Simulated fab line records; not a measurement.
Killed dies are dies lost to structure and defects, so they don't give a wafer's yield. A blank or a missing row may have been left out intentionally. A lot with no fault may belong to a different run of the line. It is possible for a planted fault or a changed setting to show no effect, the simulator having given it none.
A struck lot beside a sound one -- flow nand-harc -- 15 out of 1302 route steps
Sound: the wafers L805.1, L805.3, L805.4. Wafers struck: L814.2, L814.4, L814.6. The cause is given at the end.
For every step that has rows: the tool of each side, followed by ch and its chambers, followed by its first start. Under that, the readings that differ: sound wafers -- struck wafers -- difference of the means -- sigmas: that difference in standard deviations of wafers without a fault.
alike: words and numbers the same on both sides, and readings whose means are apart by under 2 such deviations; not compared: readings that were withheld, readings missing a value for some wafer, numbers with overlapping values and no deviation given by the record, and bounds like >300 which may hide the same value.
A row with sigmas, a row that says differs or no value, or rows on one side alone: a step with any of these is where the two part. Non-overlapping numbers with no deviation appear without sigmas and do not part them. Lack of a reading on every wafer of one side parts them only where that side has two or more wafers.

first, 7 steps without rows for these wafers: NHARC_A_CHANNEL_HOLE_D1_COAT_37 (time 65 s); NHARC_A_CHANNEL_HOLE_D1_COAT_04 (resist thk 90 nm); NHARC_A_CHANNEL_HOLE_D1_SOFTBAKE_05 (time 55 s); NHARC_A_CHANNEL_HOLE_D1_EBR_06; NHARC_A_CHANNEL_HOLE_D1_EXPOSE_07 (exposes mask HOLE D1, target cd 100 nm); NHARC_A_CHANNEL_HOLE_D1_PEB_08 (peb time 65 s); NHARC_A_CHANNEL_HOLE_D1_DEVELOP_09 (develop time 35 s).
NHARC_A_CHANNEL_HOLE_D1_CD_MEAS_10 targets a cd of 100 nm.
  sound on cd-sem-01 ch 0, day 10 06:52; struck on cd-sem-01 ch 0, day 14 17:43
  alike: cd-nm
NHARC_A_CHANNEL_HOLE_D1_OVL_MEAS_11:
  sound on overlay-02 at day 10 06:57; struck on overlay-01 at day 14 17:47
  alike: overlay-x-nm, overlay-y-nm
NHARC_A_CHANNEL_HOLE_D1_INSPECT_12:
  sound on defect-inspect-02 at day 10 06:59; struck on defect-inspect-01 at day 14 17:50
  alike: raw-defect-count
NHARC_A_CHANNEL_HOLE_D1_DESCUM_15: chemistry O2, time 3 s.
  sound on rie-diel-07 ch 1,2,3, day 10 07:03; struck on rie-diel-07 ch 0,1, day 14 17:53
  alike: drypump-motor-current-A, mfc-ar-sccm, o2-flow-sccm, oes-product-au, rf-vpp-V, showerhead-plenum-p-Torr, throttle-valve-pct
  not compared: rf-hours-counter-h
NHARC_A_CHANNEL_HOLE_D1_ETCH_38: etches the open film in CF4, target depth 39 nm, time 65 s.
  sound on rie-diel-07 ch 0,1,3, day 10 07:08; struck on rie-diel-07 ch 0,1,2, day 14 17:59
  alike: drypump-motor-current-A, mfc-ar-sccm, oes-product-au, rf-fwd-power-W, rf-vpp-V, showerhead-plenum-p-Torr, throttle-valve-pct
  not compared: rf-hours-counter-h
NHARC_A_CHANNEL_HOLE_D1_ETCH_39: etches the open film in N2/H2, target depth 260 nm, time 325 s.
  sound on rie-diel-07 ch 0,1,2, day 10 07:14; struck on rie-diel-07 ch 0,1,3, day 14 18:07
reading,sound,struck,difference,sigmas
oes-product-au (a.u.),1.011 1.006 0.997,0.800 0.814 0.812,-0.196,-21
  alike: drypump-motor-current-A, mfc-ar-sccm, rf-fwd-power-W, rf-vpp-V, showerhead-plenum-p-Torr, throttle-valve-pct
  not compared: rf-hours-counter-h
NHARC_A_CHANNEL_HOLE_D1_ETCH_34: etches the open film in CF4/CHF3, target depth 154 nm, time 77 s.
  sound on rie-diel-07 ch 0,1,2; struck on rie-diel-07 ch 1,2
  alike: drypump-motor-current-A, mfc-ar-sccm, oes-product-au, rf-fwd-power-W, rf-vpp-V, showerhead-plenum-p-Torr, throttle-valve-pct
  not compared: rf-hours-counter-h
-- the record jumps here: 16 days lie between the struck wafers' starts before and after (it left off in module A_CHANNEL_HOLE_D1 and takes up again in module END, whose first step shown is number 1302 of the route) --
NHARC_END_SORT_01:
  sound on prober-02 ch 0, day 26 00:40; struck on prober-01 ch 0, day 30 10:29
reading,sound,struck,difference,sigmas
hold,- - -,await-dispo/1.6h/scrap await-dispo/1.6h/scrap await-dispo/1.6h/scrap,no value on the sound wafers,
killed-at-array,51 46 33,675 672 671,+629,+52
killed-dies,56 52 38,677 677 674,+627,+52
  alike: killed-at-other, killed-at-periphery, killed-open, killed-short

WHERE THEY PART
At NHARC_A_CHANNEL_HOLE_D1_ETCH_39 first; at NHARC_END_SORT_01 last (within this record only).

WHY: whatever the simulator had introduced
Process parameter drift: rie-diel-07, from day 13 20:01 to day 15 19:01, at NHARC_A_CHANNEL_HOLE_D1_ETCH_39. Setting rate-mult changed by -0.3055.
